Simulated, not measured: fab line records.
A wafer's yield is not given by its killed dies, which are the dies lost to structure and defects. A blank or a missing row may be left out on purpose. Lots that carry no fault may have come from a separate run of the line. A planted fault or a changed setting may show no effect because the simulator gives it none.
A lot that was struck, set against a sound lot / flow n5Finfet / 38 out of 1938 route steps
Sound: these wafers, L986.1, L986.2, L986.3. Struck: wafer L990.5 (left out: L990.1, a lot-mate that was not struck); the cause follows at the end.
At each step with rows: each side's tool, then ch and its chambers, then its first start. Under that, the readings that differ: sound wafers / struck wafers / difference of the means / sigmas: that difference in standard deviations of wafers without a fault.
alike: words and numbers the same on both sides, and readings whose means are apart by under 2 such deviations; not compared: readings that were withheld, readings missing a value for some wafer, numbers with overlapping values and no deviation given by the record, and bounds like >300 which may hide the same value.
Wherever a step has rows on one side only, a row that says differs or no value, or a row with sigmas, the two part there. When numbers do not overlap yet have no deviation, they are printed without sigmas and do not part them. Lack of a reading on every wafer of one side parts them only where that side has two or more wafers.

first, 9 steps without rows for these wafers: N5_BEOL_M4_ANNEAL_95 (time 240 s); N5_BEOL_M4_SPUTTER_96 (material Cu, target thk 4.5 nm, time 8.29 s); N5_BEOL_M4_ECD_50 (material Cu, target thk 300 nm); N5_BEOL_M4_ANNEAL_51 (time 90 s); N5_BEOL_M4_CMP_52 (polishes, stops on SiOC, t overpolish 6.8 s, target thk 40 nm); N5_BEOL_M4_PRE_CLEAN_60 (time 15 s); N5_BEOL_M4_CO_CAP_55 (material Co, precursor CCTBA/H2, target thk 2 nm, time 102.1 s); N5_BEOL_M4_PRE_CLEAN_56 (time 15 s); N5_BEOL_M4_DEP_57 (deposits SiCN from 3MS/NH3, target thk 8 nm, time 14 s).
N5_BEOL_M4_RC_MEAS_101:
  sound on prober-02 ch 0, day 8 17:54; struck on prober-02 ch 0, day 10 21:19
reading=DIBL_N (mV/V); sound=36.4 37.4 36.4; struck=33.0; difference=-3.7; sigmas=-2
reading=IOFF_P (nA/um); sound=0.26 0.24 0.22; struck=0.14; difference=-0.10; sigmas=-3
reading=ION_P (uA/um); sound=474 457 473; struck=448; difference=-20; sigmas=-3
reading=VT_P (mV); sound=-246 -246 -245; struck=-261; difference=-15; sigmas=-5
  alike: DIBL_P, IOFF_N, ION_N, SS_N, SS_P, VT_N
then, 24 steps without rows for these wafers: N5_BEOL_M5_ILD_DEP_00 (deposits SiCOH lowk from DEMS/porogen, target thk 140.64 nm, time 25.9 s); N5_BEOL_M5_CURE_79 (cures SiCOH lowk, time 240 s); N5_BEOL_M5_PECVD_70 (deposits SiO2 from TEOS/O2, target thk 16 nm, time 18 s); N5_BEOL_M5_HM_DEP_02 (deposits TiN, target thk 20 nm); N5_BEOL_M5_COAT_59 (time 60 s, resist thk 60 nm); N5_BEOL_M5_COAT_60 (time 60 s, resist thk 12 nm); N5_BEOL_M5_COAT_71 (time 60 s, resist thk 5 nm); N5_BEOL_M5_COAT_05 (resist thk 30 nm); N5_BEOL_M5_EBR_07; N5_BEOL_M5_SOFTBAKE_06 (time 60 s); N5_BEOL_M5_EXPOSE_08 (exposes mask M5, target cd 28 nm); N5_BEOL_M5_PEB_09 (peb time 60 s); N5_BEOL_M5_DEVELOP_10 (develop time 30 s); N5_BEOL_M5_DESCUM_16 (chemistry O2, time 7 s); N5_BEOL_M5_ETCH_72 (etches underlayer in N2/H2, target depth 6.5 nm, time 5.2 s); N5_BEOL_M5_ETCH_61 (etches SiARC in CF4, target depth 15.6 nm, time 26 s); N5_BEOL_M5_ETCH_62 (etches SOC in N2/H2, target depth 75 nm, overetch 15 nm, time 112.5 s); N5_BEOL_M5_STRIP_63 (strips in N2/H2); N5_BEOL_M5_STRIP_73 (strips in N2/H2); N5_BEOL_M5_STRIP_64 (strips in CF4); N5_BEOL_M5_HM_OPEN_17 (chemistry Cl2/BCl3, target TiN, target depth 20 nm, overetch 6 nm); N5_BEOL_M5_STRIP_19 (strips in O2); N5_BEOL_M5_COAT_65 (time 60 s, resist thk 60 nm); N5_BEOL_M5_COAT_66 (time 60 s, resist thk 12 nm).
-- a jump in the record: the struck wafers' starts before and after are 3 days apart (it breaks off in module BEOL_M5 and resumes in module BEOL_M11, where the first step shown is number 1536 of the route) --
N5_BEOL_M11_ILD_DEP_00: deposits SiCOH lowk from DEMS/porogen, target thk 308.51 nm, time 58 s.
  sound on pecvd-02 ch 0,1,2, day 10 20:17; struck on pecvd-02 ch 1, day 13 09:51
reading=runLengthS (s); sound=100.1 101.0 101.1; struck=123.0; difference=+22.3; sigmas=+37
reading=model.SiCOH_lowk_of_BEOL_M11_ILD_DEP_00.thkNm (nm); sound=303.2 303.4 305.8; struck=428.6; difference=+124.5; sigmas=
  alike: heaterPowerW, showerheadPlenumPTorr, susceptorTempC, throttleValvePct
  not compared: sinceWetCleanH
N5_BEOL_M11_THK_MEAS_01:
  sound: filmMetro-01 at day 10 20:52; struck: filmMetro-02 at day 13 10:26
reading=M11_ILD_THK (nm); sound=263 264 266; struck=375; difference=+111; sigmas=+28
N5_BEOL_M11_CMP_52: polishes, stops on SiCOH lowk, t overpolish 7 s, target thk 140 nm.
  sound on cmp-03 ch 0,1,2, day 11 03:56; struck on cmp-04 ch 1, day 13 16:42
reading=model.SiCOH_lowk_of_BEOL_M11_ILD_DEP_00.thkNm (nm); sound=260.4 260.6 262.6; struck=371.8; difference=+110.6; sigmas=
  alike: motorCurrentA
N5_PASSIVATION_PROBE_49:
  sound: prober-01 at day 13 05:07; struck: prober-02 at day 15 07:46
reading=defectLimitedYield (%); sound=93.1 92.1 90.2; struck=0; difference=-92; sigmas=-61
reading=killed_at_M0_to_M3; sound=28 49 67; struck=23; difference=-25; sigmas=-2
reading=killed_at_M4_up; sound=8 10 14; struck=1109; difference=+1098; sigmas=+99 or more
reading=killedDies; sound=81 93 116; struck=1180; difference=+1083; sigmas=+60
reading=killedOnRim; sound=11 14 20; struck=152; difference=+137; sigmas=+34
reading=sort_bin_5_function (%); sound=3.4 5.6 5.8; struck=96.4; difference=+91.5; sigmas=+95
reading=sortNPass; sound=1099 1087 1064; struck=0; difference=-1083; sigmas=-60
reading=sortYieldPct (%); sound=93.1 92.1 90.2; struck=0; difference=-92; sigmas=-61
  alike: killedAtContacts, killedAtFrontEnd, killedAtOther, killedOpen, killedShort, sort_bin_6_memory

== WHERE THEY PART ==
First at N5_BEOL_M4_RC_MEAS_101; last, within this record, at N5_PASSIVATION_PROBE_49.

WHY: whatever the simulator had introduced
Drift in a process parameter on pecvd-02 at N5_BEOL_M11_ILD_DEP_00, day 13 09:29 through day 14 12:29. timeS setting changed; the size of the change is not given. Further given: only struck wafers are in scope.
